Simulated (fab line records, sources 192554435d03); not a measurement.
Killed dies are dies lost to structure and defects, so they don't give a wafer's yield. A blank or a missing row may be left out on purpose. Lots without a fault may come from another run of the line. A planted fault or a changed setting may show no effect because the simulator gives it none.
Chamber matching | flow n5_finfet | N5_BEOL_M5_DEP_56 on pecvd-04: 3 sister chambers
The step deposits SiCN from 3MS/NH3, target thk 8 nm, time 14 s. 6 wafers are shown with their chamber, then 8 later ones without.

WAFERS WITH THEIR CHAMBER
wafer  | chamber | throttle_valve_pct (%) | showerhead_plenum_p_Torr (Torr)
L533.4 | 1       | 8.9                    | 3.677
L538.4 | 1       | 9.1                    | 3.692
L540.1 | 0       | 9.3                    | 3.663
L540.4 | 2       | 8.3                    | 3.670
L540.6 | 0       | 9.3                    | 3.664
L541.1 | 2       | 7.9                    | 3.667

WAFERS WITHOUT THEIR CHAMBER
wafer  | throttle_valve_pct (%) | showerhead_plenum_p_Torr (Torr)
L541.2 | 9.5                    | 3.677
L541.3 | 9.0                    | 3.687
L546.1 | 8.2                    | 3.665
L546.4 | 8.8                    | 3.690
L546.5 | 8.0                    | 3.670
L548.2 | 8.0                    | 3.675
L548.3 | 9.1                    | 3.655
L548.6 | 9.1                    | 3.679

WHICH CHAMBER EACH WENT THROUGH
wafer  | from the rows above     | in truth
L541.2 | can't be placed: 0 or 1 | 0
L541.3 | 1                       | 1
L546.1 | 2                       | 2
L546.4 | 1                       | 1
L546.5 | 2                       | 2
L548.2 | 2                       | 2
L548.3 | 0                       | 0
L548.6 | can't be placed: 1 or 0 | 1
Placed correctly: 6 of 8. Can't be placed from these rows: 2 (the true chamber is among the candidates in 2). Placed wrongly: 0.
How it was worked out, from the rows above alone: a wafer's distance from a chamber is the root of the sum, over the readings, of the square of ((its reading less the chamber's mean) divided by the reading's scatter). The wafer belongs to the nearest chamber; if the next one is less than 2 further off, it can't be placed. A chamber's mean is the mean of its shown wafers. The scatter: the root of (the sum of the squares of (reading less its chamber's mean) over the shown wafers, divided by (wafers less chambers)).
